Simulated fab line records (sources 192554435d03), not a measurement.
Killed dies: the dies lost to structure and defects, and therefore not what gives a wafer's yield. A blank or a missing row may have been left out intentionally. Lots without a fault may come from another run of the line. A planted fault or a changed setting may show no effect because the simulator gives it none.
Problem report, 8D (eight disciplines) form, completed by code + flow n5-finfet + the parts of the form that need people (team, actions taken, sign-off) are left out

## 1. WHAT IS WRONG
At N5_BEOL_M9_COAT_63, spin-speed-rpm averages 1576.0 rpm over 6 wafers from 2 lots, while fault-free wafers read 1500.0 rpm, standard deviation 0.95. That puts it +80 standard deviations away from the usual mean.
The step: time 60 s, resist thk 60 nm.
Earliest sighting: wafer L106.4 on litho-track-05 at day 13 05:18. At this step, 35 wafers from 12 lots have a number in the record. By rule, "out" or "out of limits" means more than 4 standard deviations away from the usual mean. The other wafers with a number count as sound.

## 2. WHAT THIS IS AND IS NOT
| question                    | is                     | is not                                                                                             |
|-----------------------------|------------------------|----------------------------------------------------------------------------------------------------|
| which readings at this step | spin-speed-rpm         | -                                                                                                  |
| which lots                  | L105, L106             | L107, L108, L109, L110, L111, L113, L994, L995, L996, L999                                         |
| which wafers of those lots  | all that have a number | -                                                                                                  |
| read on which tools         | litho-track-05         | litho-track-02, litho-track-03                                                                     |
| when                        | from day 13 05:18      | up to then (11 sound wafers); but 18 sound wafers of L107, L108, L109, L110, L111, L113 came after |

## 3. WHAT RULES OUT EACH SUSPECT
Counting: a tool at a process step up to the reading stays a suspect if it ran every lot that is out and no sound lot after the first of them.
- litho-track-05 at N5_BEOL_M9_COAT_63 (time 60 s, resist thk 60 nm): kept. Every lot that is out went through it, starting with L106 (day 13 05:18), and after that it ran no sound lot; the last sound lot it ran before then is L996 (day 11 08:17). On those wafers its own readings are out: spin-speed-rpm.
Remaining after the count: litho-track-05 at N5_BEOL_M9_COAT_63.

## 4. THE CAUSE (what the simulator had put in)
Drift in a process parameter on litho-track-05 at N5_BEOL_M9_COAT_63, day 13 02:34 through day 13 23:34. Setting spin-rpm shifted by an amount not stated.
Counting left only this tool.

## 5. SEQUENCE OF EFFECTS, ordered by route
Each row: a reading whose mean over the struck wafers that have a number lies more than 3 standard deviations from the usual. Scope: only readings with a usual standard deviation given in the record; hours: median across lots of the time from each lot's start at the first step in this table that gives one to its start at this step; sigmas: change in usual standard deviations.
| hours | step               | reading        | usual      | on struck wafers | change | sigmas |
|-------|--------------------|----------------|------------|------------------|--------|--------|
| 0     | N5_BEOL_M9_COAT_63 | spin-speed-rpm | 1500.0 rpm | 1576.0           | +76.0  | +80    |
Process steps it contains:
- N5_BEOL_M9_COAT_63: time 60 s, resist thk 60 nm.

## 6. HOW IT WOULD HAVE BEEN CAUGHT EARLIER
The fault began at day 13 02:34; the first out-of-limits reading in this record came at day 13 05:18, 3 hours later.
